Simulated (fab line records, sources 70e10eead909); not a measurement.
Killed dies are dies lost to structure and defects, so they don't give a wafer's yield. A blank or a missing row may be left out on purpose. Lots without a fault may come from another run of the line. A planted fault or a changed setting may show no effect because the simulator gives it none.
fab line records | flow nand_harc
record lots=12 wafers=36 last_day=34
route steps=1302 shown A_BONDPAD@1215 THIN_TSV@1274 END@1301
lots that met no fault: from a run of the same line without faults
start_h: hours from the record's first day to the start of the lot's first wafer shown | wait_h: hours since the lot's step before | " the same as in the row above | L1.1+2: a row that stands for several wafers | - no value, or no start given | * or withheld: withheld | < > ~ a bound
route shown NAME@n: a module of which the file shows steps, and the number in the route of the first | usual: mean/standard deviation of fault-free wafers | same: alike in all rows | chamber/n: place in a boat | sites: the reading at each site | _std_site: their standard deviation | _edge_site: outer sites' mean less inner sites' | radius_mm: how far each site lies from the wafer's centre | mask NAME#n: copy n | behind: the tool/chamber that last shaped the wafer | hold: why the lot was held/for how many hours/how that ended | device: the transistor (n, p or np) that didn't switch | end of line: the same wafers' tests at the end of the route | a step without rows: its recipe alone | killed: dies lost to structure and defects at the first sort, not the wafer's yield | map: a wafer's dies, x killed, . not, _ none there
set.NAME: the setting as run; set.NAME@STEP: as run at that earlier step | model.NAME: the simulator's own value behind a step, which no gauge read
steps of the route over a sample of lots; a table a step, a row a wafer
services: from which hour (start_h, from the record's first day; less than 0 if before it) a tool's chamber was out of use, for how many hours, and why
## steps
# step NHARC_A_BONDPAD_CD_MEAS_09
# recipe target_cd_nm=500 landing_energy_ev=500
# usual cd_nm=500.3/1.6
# columns lot.wafer tool chamber start_h wait_h cd_nm
L102.2 cd_sem-03 0 544.87 - 500.5
L102.3 " 0 " " 501.1
L102.5 " 0 " " 500.9
L104.2 cd_sem-02 0 551.57 - 498.6
L104.4 " 0 " " 498.1
L104.6 " 0 " " 497.9
L105.1 cd_sem-02 0 553.44 - 499.8
L105.2 " 0 " " 500.2
L105.4 " 0 " " 502.3
L107.1 cd_sem-03 0 566.77 - 502.7
L107.2 " 0 " " 503.1
L107.4 " 0 " " 503.7
L106.2 cd_sem-01 0 573.67 - 502.0
L106.5 " 0 " " 501.0
L106.6 " 0 " " 501.2
L115.1 cd_sem-03 0 661.44 - 502.2
L115.4 " 0 " " 501.0
L115.6 " 0 " " 503.6
L118.1 cd_sem-01 0 684.83 - 497.8
L118.2 " 0 " " 498.3
L118.3 " 0 " " 499.3
L119.3 cd_sem-02 0 697.04 - 498.4
L119.4 " 0 " " 499.9
L119.6 " 0 " " 501.0
L120.2 cd_sem-01 0 711.34 - 496.5
L120.4 " 0 " " 499.4
L120.5 " 0 " " 497.6
L124.1 cd_sem-01 0 749.65 - 499.9
L124.2 " 0 " " 501.9
L124.5 " 0 " " 502.9
L123.1 cd_sem-01 0 770.61 - 501.0
L123.3 " 0 " " 501.8
L123.6 " 0 " " 500.5
L122.3 cd_sem-01 0 774.85 - 500.0
L122.4 " 0 " " 500.7
L122.6 " 0 " " 499.9
# step NHARC_A_BONDPAD_CD_MEAS_13
# usual cd_nm=499.6/1.9
# columns lot.wafer tool chamber start_h wait_h cd_nm
L102.2 cd_sem-02 - 545.40 - 500.0
L102.3 " - " " 501.1
L102.5 " - " " 500.0
L104.2 cd_sem-01 - 552.09 - 497.1
L104.4 " - " " 497.5
L104.6 " - " " 497.4
L105.1 cd_sem-02 - 553.96 - 499.4
L105.2 " - " " 500.9
L105.4 " - " " 501.8
L107.1 cd_sem-03 - 567.30 - 501.3
L107.2 " - " " 503.4
L107.4 " - " " 504.6
L106.2 cd_sem-02 - 574.25 - 500.9
L106.5 " - " " 500.1
L106.6 " - " " 499.7
L115.1 cd_sem-03 - 661.97 - 502.3
L115.4 " - " " 501.2
L115.6 " - " " 502.5
L118.1 cd_sem-03 - 685.35 - 497.8
L118.2 " - " " 497.9
L118.3 " - " " 500.2
L119.3 cd_sem-03 - 697.57 - 497.2
L119.4 " - " " 499.4
L119.6 " - " " 500.9
L120.2 cd_sem-03 - 711.88 - 495.3
L120.4 " - " " 498.8
L120.5 " - " " 497.3
L124.1 cd_sem-02 - 762.44 - 498.9
L124.2 " - " " 501.4
L124.5 " - " " 502.6
L123.1 cd_sem-02 - 771.14 - 498.2
L123.3 " - " " 500.2
L123.6 " - " " 496.5
L122.3 cd_sem-02 - 775.38 - 499.8
L122.4 " - " " 500.7
L122.6 " - " " 499.2
# step NHARC_THIN_TSV_ECD_20
# recipe target_thk_a=20000 material=Cu
# columns lot.wafer tool chamber start_h wait_h
L102.2+3+5 ecd_cu-01 1 564.62 -
L104.2+4+6 ecd_cu-01 0,1,1 568.98 -
L105.1+2+4 ecd_cu-01 0,1,0 572.14 -
L107.2+1+4 ecd_cu-01 1,0,0 587.40 -
L106.2+5+6 ecd_cu-01 1,0,1 591.96 -
L115.1+4+6 ecd_cu-01 1,1,0 681.08 -
L118.2+1+3 ecd_cu-02 1,0,0 708.73 -
L119.3+4+6 ecd_cu-02 0,1,1 718.23 -
L120.2+4+5 ecd_cu-01 0 729.00 -
L124.1+2+5 ecd_cu-01 1,0,1 780.17 -
L122.3+4+6 ecd_cu-01 0,1,0 791.44 -
L123.1+3+6 ecd_cu-01 1,0,0 793.75 -
# step NHARC_END_WLT_00
# usual VT_DECK1_BOTTOM=0.872/0.0084 VT_DECK1_BOTTOM_INNER=0.872/0.0079 VT_DECK1_MEDIAN_NEAR_BOTTOM=0.874/0.0081 VT_DECK1_MEDIAN_NEAR_BOTTOM_INNER=0.874/0.0085 VT_DECK1_MIDDLE=0.885/0.0074 VT_DECK1_MIDDLE_INNER=0.885/0.0081 VT_DECK1_TOP=0.897/0.0081 VT_DECK1_TOP_INNER=0.897/0.0082 VT_DECK2_BOTTOM=0.871/0.0084 VT_DECK2_BOTTOM_INNER=0.870/0.0074 VT_DECK2_MEDIAN_NEAR_BOTTOM=0.871/0.0077 VT_DECK2_MEDIAN_NEAR_BOTTOM_INNER=0.871/0.0072 VT_DECK2_MIDDLE=0.883/0.0071 VT_DECK2_MIDDLE_INNER=0.883/0.0069 VT_DECK2_TOP=0.895/0.007 VT_DECK2_TOP_INNER=0.895/0.0079
# columns lot.wafer tool chamber start_h wait_h VT_DECK1_BOTTOM VT_DECK1_BOTTOM_INNER VT_DECK1_MEDIAN_NEAR_BOTTOM VT_DECK1_MEDIAN_NEAR_BOTTOM_INNER VT_DECK1_MIDDLE VT_DECK1_MIDDLE_INNER VT_DECK1_TOP VT_DECK1_TOP_INNER VT_DECK2_BOTTOM VT_DECK2_BOTTOM_INNER VT_DECK2_MEDIAN_NEAR_BOTTOM VT_DECK2_MEDIAN_NEAR_BOTTOM_INNER VT_DECK2_MIDDLE VT_DECK2_MIDDLE_INNER VT_DECK2_TOP VT_DECK2_TOP_INNER
L102.2 prober-01 - 575.39 0.5 0.882 0.877 0.882 0.886 0.899 0.887 0.901 0.903 0.882 0.879 0.883 0.873 0.885 0.884 0.908 0.909
L102.3 " - " " 0.873 0.875 0.878 0.870 0.882 0.881 0.908 0.908 0.880 0.874 0.873 0.877 0.899 0.893 0.910 0.901
L102.5 " - " " 0.870 0.870 0.867 0.878 0.886 0.881 0.899 0.905 0.880 0.873 0.882 0.872 0.891 0.889 0.905 0.904
L104.2 prober-02 - 575.40 0.5 0.877 0.869 0.880 0.871 0.883 0.882 0.897 0.901 0.883 0.873 0.890 0.873 0.882 0.881 0.899 0.906
L104.4 " - 576.40 1.5 0.878 0.867 0.875 0.875 0.883 0.885 0.893 0.894 0.871 0.877 0.884 0.883 0.887 0.886 0.907 0.894
L104.6 " - " " 0.873 0.869 0.863 0.880 0.884 0.882 0.895 0.894 0.868 0.858 0.874 0.869 0.884 0.883 0.897 0.911
L105.2 prober-02 - 590.87 10.1 0.871 0.873 0.875 0.870 0.891 0.895 0.896 0.896 0.872 0.872 0.870 0.874 0.888 0.882 0.888 0.892
L107.2 prober-01 - 598.02 0.5 0.883 0.881 0.889 0.888 0.897 0.897 0.917 0.906 0.863 0.865 0.873 0.868 0.885 0.882 0.897 0.889
L106.2 prober-02 - 601.21 0.6 0.873 0.869 0.867 0.874 0.886 0.879 0.897 0.904 0.868 0.866 0.869 0.866 0.878 0.875 0.894 0.886
L106.6 " - 603.18 2.5 0.870 0.874 0.879 0.888 0.891 0.895 0.914 0.902 0.861 0.861 0.861 0.864 0.875 0.887 0.884 0.890
L115.1 prober-01 - 689.71 0.0 0.866 0.863 0.865 0.860 0.870 0.875 0.891 0.886 0.874 0.870 0.868 0.868 0.885 0.882 0.893 0.905
L115.4 " - 691.22 1.6 0.869 0.857 0.870 0.856 0.886 0.874 0.889 0.882 0.871 0.885 0.873 0.875 0.883 0.886 0.899 0.902
L115.6 " - 692.23 2.6 0.860 0.873 0.869 0.871 0.875 0.869 0.896 0.893 0.870 0.870 0.875 0.879 0.892 0.882 0.906 0.894
L118.1 prober-01 - 717.45 0.0 0.869 0.863 0.867 0.864 0.882 0.882 0.893 0.896 0.872 0.871 0.865 0.869 0.870 0.882 0.892 0.889
L118.2 " - " " 0.870 0.867 0.864 0.875 0.884 0.882 0.902 0.892 0.865 0.864 0.875 0.868 0.881 0.888 0.893 0.885
L118.3 " - " " 0.865 0.865 0.884 0.865 0.882 0.879 0.894 0.894 0.859 0.866 0.866 0.858 0.884 0.885 0.892 0.889
L119.3 prober-01 - 726.36 1.0 0.870 0.874 0.871 0.877 0.890 0.883 0.904 0.893 0.863 0.869 0.866 0.871 0.882 0.894 0.887 0.893
L119.4 " - " " 0.864 0.862 0.873 0.874 0.876 0.881 0.892 0.897 0.873 0.868 0.878 0.871 0.880 0.881 0.901 0.894
L119.6 " - 727.86 2.5 0.867 0.876 0.877 0.873 0.888 0.882 0.891 0.892 0.881 0.875 0.878 0.876 0.887 0.888 0.902 0.903
L120.2 prober-01 - 737.04 0.6 0.880 0.870 0.882 0.882 0.882 0.883 0.893 0.897 0.877 0.876 0.875 0.876 0.878 0.886 0.897 0.892
L120.4 " - 738.05 1.6 0.877 0.869 0.872 0.871 0.885 0.889 0.892 0.888 0.878 0.865 0.868 0.878 0.887 0.884 0.895 0.903
L120.5 " - " " 0.867 0.878 0.876 0.877 0.888 0.887 0.899 0.890 0.872 0.858 0.870 0.858 0.875 0.891 0.891 0.898
L124.1 prober-02 - 789.32 0.1 0.875 0.881 0.879 0.881 0.890 0.889 0.903 0.902 0.857 0.855 0.853 0.862 0.872 0.873 0.879 0.879
L124.2 " - " " 0.878 0.873 0.875 0.875 0.895 0.889 0.902 0.898 0.858 0.853 0.857 0.860 0.878 0.880 0.888 0.875
L124.5 " - 791.31 2.0 0.874 0.882 0.873 0.885 0.894 0.891 0.902 0.909 0.859 0.862 0.861 0.860 0.868 0.870 0.881 0.885
L123.1 prober-02 - 800.09 0.1 0.872 0.876 0.874 0.868 0.880 0.882 0.898 0.895 0.877 0.870 0.875 0.865 0.885 0.878 0.891 0.897
L123.3 " - 801.09 1.1 0.863 0.867 0.874 0.864 0.880 0.884 0.895 0.899 0.863 0.865 0.865 0.866 0.872 0.876 0.901 0.895
L123.6 " - 802.58 2.6 0.867 0.871 0.873 0.870 0.881 0.881 0.900 0.890 0.873 0.875 0.872 0.872 0.889 0.888 0.895 0.892
L122.3 prober-01 - 801.08 1.1 0.851 0.860 0.862 0.862 0.870 0.869 0.876 0.873 0.874 0.874 0.874 0.879 0.883 0.874 0.893 0.894
L122.4 " - " " 0.852 0.855 0.851 0.846 0.870 0.871 0.876 0.887 0.884 0.878 0.878 0.877 0.889 0.888 0.897 0.889
L122.6 " - 802.59 2.6 0.863 0.863 0.863 0.863 0.873 0.878 0.882 0.879 0.867 0.879 0.875 0.870 0.889 0.886 0.895 0.897
# step NHARC_END_SORT_01
# recipe temp_c=25
# usual defect_limited_yield=93.3/1.5 killed_at_array=41/10 killed_at_other=0.8/0.91 killed_at_periphery=4.2/2.9 killed_dies=46/10 killed_open=3.5/2.1 killed_short=2.5/1.6 sort_bin_2_pct=2.4/0.71 sort_bin_3_pct=0.6/0.33 sort_bin_4_pct=3.8/0.93 sort_n_pass=631/10 sort_rim_yield_pct=86/4.5 sort_yield_pct=93.3/1.5
# same gross_dies=677 sort_bin_5_pct[%]=0 sort_bin_6_pct[%]=0 sort_bin_7_pct[%]=0 sort_bin_8_pct[%]=0 sort_rim_n_gross=106.00
# columns lot.wafer tool chamber start_h wait_h defect_limited_yield[%] killed_at_array killed_at_other killed_at_periphery killed_dies killed_open killed_short sort_bin_2_pct[%] sort_bin_3_pct[%] sort_bin_4_pct[%] sort_n_pass sort_rim_yield_pct[%] sort_yield_pct[%]
L105.1 prober-02 0 593.36 2.5 0.1 32 635 9 676 4 2 96.0 0.1 3.7 1 1 0.1
L105.2 prober-02 0 594.16 2.8 93.5 34 1 9 44 3 1 2.4 0.1 4.0 633 87 93.5
L105.4 prober-02 0 595.76 3.4 0 34 635 8 677 2 4 95.7 0.1 4.1 0 0 0
L107.1 prober-01 0 600.52 2.5 0 28 648 1 677 3 1 96.9 0.1 3.0 0 0 0
L107.2 prober-01 0 601.32 2.8 95.6 26 0 4 30 7 0 1.5 0.1 2.8 647 92 95.6
L107.4 prober-01 0 602.92 3.4 0 32 643 2 677 3 4 96.3 0.1 3.5 0 0 0
L106.2 prober-02 0 604.47 2.8 93.5 44 0 0 44 0 1 3.0 0.1 3.4 633 82 93.5
L106.5 prober-02 0 606.86 3.7 0 40 632 5 677 6 3 96.0 0.3 3.7 0 0 0
L106.6 prober-02 0 607.66 4.0 91.3 53 4 2 59 3 5 2.8 1.6 4.3 618 85 91.3
# killed by level:class
L105.1 THIN_TSV:area_ecd=635 A_CHANNEL_HOLE_D2:chamber_film_flake=19 P_ZERO_WELL:chamber_film_flake=4 P_BONDPAD:chamber_film_flake=3 A_STAIRCASE:chamber_film_flake=3 A_DECK1_JOINT:chamber_film_flake=2 A_CONTACT:chamber_film_flake=2 P_GATE:geometric_particle:open=1
L105.2 A_CHANNEL_HOLE_D2:chamber_film_flake=12 A_STAIRCASE:chamber_film_flake=7 A_CONTACT:chamber_film_flake=4 P_ZERO_WELL:chamber_film_flake=3 P_BONDPAD:chamber_film_flake=3 A_CHANNEL_HOLE_D1:chamber_film_flake=3 P_M0:geometric_particle:open=2 A_DECK1_JOINT:chamber_film_flake=2
L105.4 THIN_TSV:area_ecd=635 A_CHANNEL_HOLE_D2:chamber_film_flake=18 P_BONDPAD:chamber_film_flake=6 A_DECK1_JOINT:chamber_film_flake=3 A_STAIRCASE:chamber_film_flake=3 A_ONON_D2:geometric_particle:short=2 A_CONTACT:chamber_film_flake=2 P_ZERO_WELL:chamber_film_flake=2
L107.1 THIN_TSV:area_ecd=647 A_CONTACT:chamber_film_flake=8 A_CHANNEL_HOLE_D2:chamber_film_flake=7 A_ZERO_WELL:chamber_film_flake=2 A_CHANNEL_HOLE_D1:chamber_film_flake=2 A_BONDPAD:chamber_film_flake=2 A_ONON_D1:geometric_particle:open=1 A_CHANNEL_FILL_D2:geometric_particle:open=1
L107.2 A_CHANNEL_HOLE_D2:chamber_film_flake=8 A_CONTACT:chamber_film_flake=7 A_BONDPAD:chamber_film_flake=3 P_M1:geometric_particle:open=2 A_CHANNEL_HOLE_D1:chamber_film_flake=2 A_STAIRCASE:chamber_film_flake=2 P_STI:geometric_particle:open=1 P_M0:geometric_particle:open=1
L107.4 THIN_TSV:area_ecd=642 A_CONTACT:chamber_film_flake=7 A_CHANNEL_HOLE_D2:chamber_film_flake=5 A_CHANNEL_HOLE_D1:chamber_film_flake=4 A_BONDPAD:chamber_film_flake=4 A_STAIRCASE:chamber_film_flake=3 A_DECK1_JOINT:geometric_particle:short=2 A_SLIT:chamber_film_flake=2
L106.2 A_CHANNEL_HOLE_D2:chamber_film_flake=15 A_CHANNEL_HOLE_D1:chamber_film_flake=11 A_SLIT:chamber_film_flake=10 A_CONTACT:chamber_film_flake=4 A_ONON_D2:geometric_particle:short=1 A_DECK1_JOINT:chamber_film_flake=1 A_STAIRCASE:chamber_film_flake=1 A_SGD_CUT:chamber_film_flake=1
L106.5 THIN_TSV:area_ecd=632 A_CHANNEL_HOLE_D1:chamber_film_flake=11 A_CHANNEL_HOLE_D2:chamber_film_flake=10 A_SLIT:chamber_film_flake=9 P_GATE:chamber_film_flake=2 A_CONTACT:chamber_film_flake=2 P_CONTACT:geometric_particle:open=1 P_M0:geometric_particle:short=1
L106.6 A_CHANNEL_HOLE_D2:chamber_film_flake=14 A_SLIT:chamber_film_flake=14 A_CHANNEL_HOLE_D1:chamber_film_flake=12 THIN_TSV:chamber_film_flake=4 A_CONTACT:chamber_film_flake=3 A_M0:geometric_particle:short=2 A_CHANNEL_FILL_D1:chamber_film_flake=2 P_GATE:geometric_particle:open=1
## services
# columns tool chamber start_h hours kind
ecd_cu-02 - 596.25 8.0 pm
ecd_cu-01 - 688.00 8.0 pm
ecd_cu-02 - 746.42 2.7 repair
ecd_cu-02 - 772.37 8.0 pm
ecd_cu-02 - 783.79 0.2 repair
## key
first_sign step=NHARC_END_SORT_01 reading=killed_at_other direction=up sigmas=99+ usual=0.8 struck=638.6
effect step=NHARC_END_SORT_01 reading=sort_bin_2_pct direction=up sigmas=99+ usual=2.4 struck=96.2
more_kills_born_at NHARC_THIN_TSV_ECD_20@ecd_cu-01=3191
met_at NHARC_THIN_TSV_ECD_20
struck_lots L105,L106,L107
struck_wafers L105.1,L105.4,L106.5,L107.1,L107.4
later_rows_left_out L105.1,L105.4,L106.5,L107.1,L107.4
not_acting_at NHARC_A_BONDPAD_CD_MEAS_09,NHARC_A_BONDPAD_CD_MEAS_13,NHARC_END_WLT_00
onset_between 568.98 572.14
fault kind=process_parameter_drift tool=ecd_cu-01 chamber=0 onset_h=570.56 steps=NHARC_THIN_TSV_ECD_20 channel=target_thk_a offset=* shape=step end_h=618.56 acts_in=* stated=*
# later_rows_left_out: the simulator's readings of these wafers behind a module that went badly wrong aren't trusted and aren't shown, but for the sort
